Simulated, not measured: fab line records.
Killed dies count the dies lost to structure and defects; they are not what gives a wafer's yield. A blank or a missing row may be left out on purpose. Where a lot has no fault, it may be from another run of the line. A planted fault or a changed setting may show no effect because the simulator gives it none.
The same fault as seen by 2 desks	flow nand harc	each desk has only its own numbers; what lay behind them comes last

## THE DEFECT DESK
What the inspections along the route counted, lot by lot: means of the sampled wafers that have a number. Any lot whose mean is over 4 standard deviations away from the usual mean is out of limits and marked OUT; that distance is given in the brackets.
Columns: A = raw defect count at NHARC_A_SGD_CUT_INSPECT_11, usual 17
lot	first seen here	A
L207	day 13 16:34	15
L210	day 14 07:21	6
L209	day 14 07:36	24
L211	day 14 23:07	8
L212	day 15 08:13	8
L215	day 15 16:14	446 (+47) OUT
L216	day 15 16:43	23
L224	day 18 09:20	13
L229	day 19 10:58	11
L227	day 19 11:09	12
L228	day 19 11:23	13
L230	day 20 07:08	4
This desk's verdict: out of limits on L215, starting with L215 at day 15 16:14 (raw defect count at NHARC_A_SGD_CUT_INSPECT_11). Within limits: L207, L210, L209, L211, L212, L216, L224, L229, L227, L228, L230.

## AT THE TOOL OWNER'S DESK: cmp-02
The tool's own readings at NHARC_A_STAIRCASE_CMP_472 (polishes SiO2): means of the sampled wafers that have a number, for each lot that ran on this tool. Any lot whose mean is over 4 standard deviations away from the usual mean is out of limits and marked OUT; that distance is given in the brackets.
Columns: A = motor current A at NHARC_A_STAIRCASE_CMP_472, usual 11.5 A
lot	first seen here	A
L210	day 14 06:15	10.7
L211	day 14 21:52	10.7
L212	day 15 07:07	10.5
L215	day 15 15:05	10.8
L229	day 19 09:42	11.0
This desk's verdict: no lot among the 5 shows anything out of limits.

## TAKEN TOGETHER
The defect desk could have raised an alarm at day 15 16:14, on L215.
Nothing out of limits was seen by the tool owner's desk.
Tool owner's desk: L215 on record, inside its limits.
NHARC_A_STAIRCASE_CMP_472 was run on cmp-02 by each of the lots named.

## WHAT THE SIMULATOR HAD INSERTED
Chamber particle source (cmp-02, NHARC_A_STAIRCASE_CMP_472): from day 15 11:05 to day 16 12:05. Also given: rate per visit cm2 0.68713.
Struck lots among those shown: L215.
Hours from the fault's start to each desk's first reading out of limits: the defect desk, 5.
